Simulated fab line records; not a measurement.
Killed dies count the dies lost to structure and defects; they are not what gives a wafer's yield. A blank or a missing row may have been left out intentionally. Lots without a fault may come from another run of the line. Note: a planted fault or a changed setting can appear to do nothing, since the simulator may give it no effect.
Chamber matching :: flow n5_finfet :: N5_HKMG_FIN_ETCH_67 on rie_diel-04: 4 sister chambers
The step etches SOC in N2/H2, stops on TiN, target depth 388.9 nm. 8 wafers are shown with their chamber, then 8 later ones without.

WAFERS, EACH WITH ITS CHAMBER
wafer: L078.1
chamber: 1
drypump_motor_current_A (A): 6.0
throttle_valve_pct (%): 17.30

wafer: L081.6
chamber: 3
drypump_motor_current_A (A): 5.6
throttle_valve_pct (%): 17.83

wafer: L084.2
chamber: 2
drypump_motor_current_A (A): 5.9
throttle_valve_pct (%): 17.99

wafer: L084.6
chamber: 1
drypump_motor_current_A (A): 6.0
throttle_valve_pct (%): 17.34

wafer: L085.3
chamber: 0
drypump_motor_current_A (A): 5.5
throttle_valve_pct (%): 17.57

wafer: L085.5
chamber: 2
drypump_motor_current_A (A): 5.9
throttle_valve_pct (%): 17.99

wafer: L085.6
chamber: 0
drypump_motor_current_A (A): 5.4
throttle_valve_pct (%): 17.56

wafer: L087.1
chamber: 3
drypump_motor_current_A (A): 5.6
throttle_valve_pct (%): 17.39

WAFERS WITH NO CHAMBER GIVEN
wafer: L087.2
drypump_motor_current_A (A): 5.4
throttle_valve_pct (%): 17.58

wafer: L087.3
drypump_motor_current_A (A): 5.9
throttle_valve_pct (%): 18.01

wafer: L089.1
drypump_motor_current_A (A): 6.0
throttle_valve_pct (%): 17.36

wafer: L089.4
drypump_motor_current_A (A): 5.4
throttle_valve_pct (%): 17.60

wafer: L089.6
drypump_motor_current_A (A): 6.0
throttle_valve_pct (%): 17.35

wafer: L094.1
drypump_motor_current_A (A): 5.4
throttle_valve_pct (%): 17.58

wafer: L094.3
drypump_motor_current_A (A): 5.6
throttle_valve_pct (%): 17.40

wafer: L094.4
drypump_motor_current_A (A): 6.0
throttle_valve_pct (%): 17.38

EACH ONE'S CHAMBER
wafer: L087.2
from the rows above: 0
in truth: 0

wafer: L087.3
from the rows above: 2
in truth: 2

wafer: L089.1
from the rows above: 1
in truth: 1

wafer: L089.4
from the rows above: 0
in truth: 0

wafer: L089.6
from the rows above: 1
in truth: 1

wafer: L094.1
from the rows above: 0
in truth: 0

wafer: L094.3
from the rows above: 3
in truth: 3

wafer: L094.4
from the rows above: 1
in truth: 1
8 of 8 placed correctly. Can't be placed from these rows: 0. Number placed wrongly: 0.
How it was worked out, from the rows above alone: a wafer's distance from a chamber is the root of the sum, over the readings, of the square of ((its reading less the chamber's mean) divided by the reading's scatter). If the next closest chamber is less than 2 further off than the closest, the wafer can't be placed; otherwise it belongs to the closest. Each chamber's mean is taken over the wafers shown for it. The scatter is the square root of a quotient: the sum, over the shown wafers, of each reading's squared deviation from its chamber's mean, divided by wafers minus chambers.
